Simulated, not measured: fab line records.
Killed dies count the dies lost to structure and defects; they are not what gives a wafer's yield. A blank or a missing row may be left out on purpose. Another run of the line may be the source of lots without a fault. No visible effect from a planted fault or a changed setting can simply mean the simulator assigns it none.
Which tool was responsible? | flow n5Finfet | 10 lots, 29 wafers sampled, at 2 steps of a route of 1938

WHAT EACH GAUGE READ, for each wafer
N5_BEOL_M12_CD_MEAS_28: the cd target is 160.2 nm.
lot  | measured     | on       | cdNm (nm)
L621 | day 11 07:44 | cdSem-03 | 161.3 161.6 161.0
L622 | day 11 15:34 | cdSem-02 | 161.4 162.4 160.1
L623 | day 11 21:27 | cdSem-02 | 159.7 159.3 159.4
L624 | day 12 02:53 | cdSem-01 | 159.8 162.0 160.2
L630 | day 12 20:58 | cdSem-03 | 158.5 159.1 159.5
L628 | day 12 21:40 | cdSem-03 | 161.3 160.1 162.3
L636 | day 14 23:11 | cdSem-02 | 158.9 159.4 159.0
L637 | day 15 08:49 | cdSem-01 | 162.6 160.6 162.4
L642 | day 16 23:05 | cdSem-03 | 158.1 159.1 160.2
L643 | day 17 00:13 | cdSem-01 | 162.0 162.8

TOOL THAT RAN EACH LOT (tool first, then ch and the chambers of the sampled wafers, then the start)
lot  | N5_BEOL_M12_STRIP_64
L621 | plasmaAsher-02 ch 0,1, day 11 07:16
L622 | plasmaAsher-02 ch 0,1, day 11 14:58
L623 | plasmaAsher-01 ch 1, day 11 20:59
L624 | plasmaAsher-02 ch 0,1, day 12 02:24
L630 | plasmaAsher-01 ch 0,1, day 12 20:29
L628 | plasmaAsher-01 ch 0,1, day 12 21:11
L636 | plasmaAsher-01 ch 0,1, day 14 22:35
L637 | plasmaAsher-01 ch 0,1, day 15 08:11
L642 | plasmaAsher-02 ch 0,1, day 16 22:37
L643 | plasmaAsher-02 ch 0,1, day 16 23:38
- N5_BEOL_M12_STRIP_64: strips in N2/H2.

THE ANSWER, worked out from the rows above alone
Rule: the usual values come from the lots themselves. The widest of any qualifying gaps counts: lots, ordered by their means at a reading, are off when they make up no more than a third of the lots, leave a main group of 4 or more, and stand apart from it by 3 or more times the standard deviation of that group's means. The tables above print the reading to a certain number of digits; a main group whose means all agree to those digits is not used. Also off: a lot with no number at a reading for which 4 or more lots have one. Where the step has rows for the other lots, those lots are counted as sound.
No lot is off on any of the readings shown, so nothing can be concluded from this.

WHAT THE SIMULATOR HAD INSERTED
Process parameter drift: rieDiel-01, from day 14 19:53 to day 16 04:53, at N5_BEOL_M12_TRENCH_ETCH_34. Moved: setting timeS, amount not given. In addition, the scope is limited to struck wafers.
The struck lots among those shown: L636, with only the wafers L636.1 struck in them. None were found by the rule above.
